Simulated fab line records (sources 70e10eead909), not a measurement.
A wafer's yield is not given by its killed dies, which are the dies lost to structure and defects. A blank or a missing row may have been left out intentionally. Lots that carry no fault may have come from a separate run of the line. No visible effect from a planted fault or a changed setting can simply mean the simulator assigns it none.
Struck lot and sound lot, side by side | flow nand harc | 15 out of 1302 route steps
Sound: these wafers, L121.1, L121.2, L121.6. Struck: wafer L132.2 (L132.4, L132.5, from the same lot, were not struck and are left out); the cause is given at the end.
Order at every step that has rows: each side's tool, ch and its chambers, its first start. Under that, the readings that differ: sound wafers | struck wafers | difference of the means | sigmas: that difference in standard deviations of wafers without a fault.
alike: same words and numbers on both sides, and readings whose means sit less than 2 such deviations apart. not compared: any withheld reading, any reading some wafer has no value for, any bound like >300 that may hide the same value, and any number with overlapping values for which the record gives no deviation.
Wherever a step has rows on one side only, a row that says differs or no value, or a row with sigmas, the two part there. When numbers do not overlap yet have no deviation, they are printed without sigmas and do not part them. A reading that every wafer of one side lacks parts them only if that side has two wafers or more.

first, 6 steps without rows for these wafers: NHARC_A_DECK1_JOINT_CVD_34 (deposits SiNx, target thk 20 nm); NHARC_A_DECK1_JOINT_DEP_06 (deposits SiOx, target thk 80 nm); NHARC_A_DECK1_JOINT_CURE_26 (time 32 s); NHARC_A_DECK1_JOINT_ANNEAL_27 (time 3600 s); NHARC_A_DECK1_JOINT_ANNEAL_28 (time 1800 s); NHARC_A_DECK1_JOINT_ANNEAL_29 (time 1800 s).
NHARC_A_DECK1_JOINT_CMP_02: polishes SiOx.
  sound on cmp-01 ch 0,2,3, day 13 18:14; struck on cmp-02 ch 1, day 18 12:16
  alike: motor current A
then, 1 step without rows for these wafers: NHARC_A_DECK1_JOINT_SRD_15.
NHARC_A_DECK1_JOINT_DEP_16: deposits SiO2, target thk 45 nm.
  sound on pecvd-02 ch 0,2, day 13 18:38; struck on pecvd-03 ch 2, day 18 12:42
  reading                | sound          | struck | difference | sigmas
  throttle valve pct (%) | 15.2 15.6 15.8 | 16.9   | +1.4       | +2
  alike: heater power w, susceptor temp C
NHARC_A_DECK1_JOINT_THK_MEAS_17: measures by ellipsometry.
  sound on film metro-02, day 13 18:55; struck on film metro-01, day 18 12:58
  alike: thk nm
NHARC_A_DECK1_JOINT_INSPECT_05:
  sound on defect inspect-02, day 13 18:57; struck on defect inspect-02, day 18 12:59
  alike: raw defect count
NHARC_A_ONON_D2_DEP_00: target thk 1000 nm.
  sound on pecvd onon-04 ch 0, day 13 19:01; struck on pecvd onon-04 ch 0, day 18 13:07
  alike: nh3 flow sccm, susceptor temp C
NHARC_A_ONON_D2_THK_MEAS_02: measures by ellipsometry.
  sound on film metro-02, day 13 19:32; struck on film metro-02, day 18 13:35
  reading     | sound       | struck | difference | sigmas
  thk nm (nm) | 996 997 997 | 646    | -351       | -49
following that, 1 step holds no rows for these wafers, namely NHARC_A_ONON_D2_DEP_03 (target thickness 1000 nm).
-- record jumps: 12 days between struck wafers' starts before vs after; left off in module A_ONON_D2, resumes in module END, first step shown is number 1302 of the route --
NHARC_END_SORT_01:
  only the struck wafers appear in the record here, on prober-02 ch 0 at day 30 05:53; the sound ones have no rows

WHERE THEY PART
Last at NHARC_END_SORT_01 as far as this record goes, first at NHARC_A_DECK1_JOINT_DEP_16.

WHY: what the simulator had put in
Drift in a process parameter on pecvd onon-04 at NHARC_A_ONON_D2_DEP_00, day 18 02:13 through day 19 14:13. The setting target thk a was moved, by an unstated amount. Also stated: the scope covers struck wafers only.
